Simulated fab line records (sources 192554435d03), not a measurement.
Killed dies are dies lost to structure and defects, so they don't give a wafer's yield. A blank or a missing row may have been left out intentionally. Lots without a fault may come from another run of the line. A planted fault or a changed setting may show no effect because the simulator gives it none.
Matching of chambers | flow n5-finfet | rie-diel-04 running N5_DUMMY_GATE_STRIP_48: 4 sister chambers
The step strips in N2/H2, time 20 s. 4 wafers are shown with their chamber, then 11 later ones without.

EACH WAFER AND ITS CHAMBER
wafer  | chamber | drypump-motor-current-A (A)
L086.5 | 0       | 5.7
L088.3 | 2       | 5.9
L088.5 | 3       | 5.2
L093.1 | 1       | 6.4

WAFERS MISSING THEIR CHAMBER
wafer  | drypump-motor-current-A (A)
L093.3 | 5.3
L093.4 | 5.9
L094.1 | 5.9
L094.4 | 5.7
L094.6 | 5.7
L096.3 | 6.4
L096.4 | 5.3
L096.5 | 6.4
L097.3 | 5.3
L097.4 | 6.4
L097.6 | 6.3

WHICH CHAMBER EACH ONE RAN IN
wafer  | from the rows above | in truth
L093.3 | 3                   | 3
L093.4 | 2                   | 2
L094.1 | 2                   | 2
L094.4 | 0                   | 0
L094.6 | 0                   | 0
L096.3 | 1                   | 1
L096.4 | 3                   | 3
L096.5 | 1                   | 1
L097.3 | 3                   | 3
L097.4 | 1                   | 1
L097.6 | 1                   | 1
11 of 11 placed correctly. From these rows, 0 cannot be placed. Number placed wrongly: 0.
How it was worked out, from the rows above alone: a wafer's distance from a chamber is the root of the sum, over the readings, of the square of ((its reading less the chamber's mean) divided by the reading's scatter). If the next closest chamber is less than 2 further off than the closest, the wafer can't be placed; otherwise it belongs to the closest. Each chamber's mean is taken over the wafers shown for it. The scatter (one wafer shown for each chamber): square how far every hidden wafer sits from the nearest shown wafer, average those squares and take the square root.
